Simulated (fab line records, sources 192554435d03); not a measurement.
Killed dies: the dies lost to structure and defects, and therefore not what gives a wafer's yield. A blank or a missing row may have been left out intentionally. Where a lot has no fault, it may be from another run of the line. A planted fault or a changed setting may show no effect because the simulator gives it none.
Which tool did it? :: flow n5_finfet :: Sampling: 9 lots, 26 wafers, 4 of 1938 route steps

== WHAT EACH GAUGE READ, for each wafer ==
N5_BEOL_M7_OCD_MEAS_38.
lot: L624
measured: day 9 13:26
on: ocd-02
trench_depth_nm (nm): 92.2 92.5 91.9

lot: L625
measured: day 10 01:15
on: ocd-01
trench_depth_nm (nm): 96.2 94.9 95.3

lot: L632
measured: day 11 11:17
on: ocd-02
trench_depth_nm (nm): 139.0 92.4

lot: L636
measured: day 12 15:55
on: ocd-02
trench_depth_nm (nm): 95.4 95.1 92.9

lot: L638
measured: day 13 06:47
on: ocd-01
trench_depth_nm (nm): 94.2 93.5 91.6

lot: L640
measured: day 13 16:37
on: ocd-02
trench_depth_nm (nm): 94.2 93.1 92.9

lot: L643
measured: day 14 01:52
on: ocd-01
trench_depth_nm (nm): 92.8 93.4 94.3

lot: L642
measured: day 14 06:54
on: ocd-01
trench_depth_nm (nm): 91.4 94.0 91.6

lot: L645
measured: day 15 08:10
on: ocd-01
trench_depth_nm (nm): 94.5 93.9 93.5

== TOOL THAT RAN EACH LOT (tool first, then ch and the chambers of the sampled wafers, then the start) ==
lot: L624
N5_BEOL_M7_ETCH_65: rie_diel-02 ch 2, day 9 12:53
N5_BEOL_M7_TRENCH_ETCH_37: rie_diel-02 ch 2, day 9 13:13
N5_BEOL_M7_ETCH_41: rie_diel-02 ch 2, day 9 13:26 or earlier

lot: L625
N5_BEOL_M7_ETCH_65: rie_diel-04 ch 0,1,3, day 10 00:52
N5_BEOL_M7_TRENCH_ETCH_37: rie_diel-04 ch 0,1,3, day 10 01:05
N5_BEOL_M7_ETCH_41: rie_diel-04 ch 0,1,3, day 10 01:15 or earlier

lot: L632
N5_BEOL_M7_ETCH_65: rie_diel-02 ch 0,1, day 11 10:53
N5_BEOL_M7_TRENCH_ETCH_37: rie_diel-02 ch 0,1, day 11 11:07
N5_BEOL_M7_ETCH_41: rie_diel-02 ch 0,1, day 11 11:17 or earlier

lot: L636
N5_BEOL_M7_ETCH_65: rie_diel-04 ch 1,2,3, day 12 15:32
N5_BEOL_M7_TRENCH_ETCH_37: rie_diel-04 ch 1,2,3, day 12 15:46
N5_BEOL_M7_ETCH_41: rie_diel-04 ch 1,2,3, day 12 15:55 or earlier

lot: L638
N5_BEOL_M7_ETCH_65: rie_diel-05 ch 0,1,3, day 13 06:25
N5_BEOL_M7_TRENCH_ETCH_37: rie_diel-05 ch 0,1,3, day 13 06:38
N5_BEOL_M7_ETCH_41: rie_diel-05 ch 0,1,3, day 13 06:47 or earlier

lot: L640
N5_BEOL_M7_ETCH_65: rie_diel-05 ch 1,2,3, day 13 16:14
N5_BEOL_M7_TRENCH_ETCH_37: rie_diel-05 ch 1,2,3, day 13 16:28
N5_BEOL_M7_ETCH_41: rie_diel-05 ch 1,2,3, day 13 16:37 or earlier

lot: L643
N5_BEOL_M7_ETCH_65: rie_diel-04 ch 2,3, day 14 01:29
N5_BEOL_M7_TRENCH_ETCH_37: rie_diel-04 ch 2,3, day 14 01:42
N5_BEOL_M7_ETCH_41: rie_diel-04 ch 2,3, day 14 01:52 or earlier

lot: L642
N5_BEOL_M7_ETCH_65: rie_diel-02 ch 0,2,3, day 14 06:31
N5_BEOL_M7_TRENCH_ETCH_37: rie_diel-02 ch 0,2,3, day 14 06:44
N5_BEOL_M7_ETCH_41: rie_diel-02 ch 0,2,3, day 14 06:54 or earlier

lot: L645
N5_BEOL_M7_ETCH_65: rie_diel-04 ch 0,1,2, day 15 07:47
N5_BEOL_M7_TRENCH_ETCH_37: rie_diel-04 ch 0,1,2, day 15 08:01
N5_BEOL_M7_ETCH_41: rie_diel-04 ch 0,1,2, day 15 08:10 or earlier
- N5_BEOL_M7_ETCH_65: etches SiARC in CF4, target depth 15.6 nm, time 26 s.
- N5_BEOL_M7_TRENCH_ETCH_37: etches SiCOH lowk in C4F6/O2, target depth 93.478 nm, time 31.2 s.
- N5_BEOL_M7_ETCH_41: etches SiCN in CH3F/O2, target depth 31.9 nm, time 57.8 s.

== THE ANSWER, worked out from the rows above alone ==
Rule: the lots themselves supply what counts as usual. The widest of any qualifying gaps counts: lots, ordered by their means at a reading, are off when they make up no more than a third of the lots, leave a main group of 4 or more, and stand apart from it by 3 or more times the standard deviation of that group's means. Not used: any main group whose means are identical at the precision the tables above print for the reading. A lot without any number at a reading at which 4 lots or more have one is off too. Where the step has rows for the other lots, those lots are counted as sound.
Off, at N5_BEOL_M7_OCD_MEAS_38 on trench_depth_nm: L632. The main group: mean 93.6 nm, standard deviation 1.
If a tool, at a process step before that reading, ran all the lots that are off and no sound lot after the first of them, it fits. Gauges at N5_BEOL_M7_OCD_MEAS_38: tried the same way as those tools. N5_BEOL_M7_ETCH_41: start missing for some lots; hours and lot order therefore follow N5_BEOL_M7_OCD_MEAS_38. Not one of the candidates tried fits.

== WHAT WAS PUT IN BY THE SIMULATOR ==
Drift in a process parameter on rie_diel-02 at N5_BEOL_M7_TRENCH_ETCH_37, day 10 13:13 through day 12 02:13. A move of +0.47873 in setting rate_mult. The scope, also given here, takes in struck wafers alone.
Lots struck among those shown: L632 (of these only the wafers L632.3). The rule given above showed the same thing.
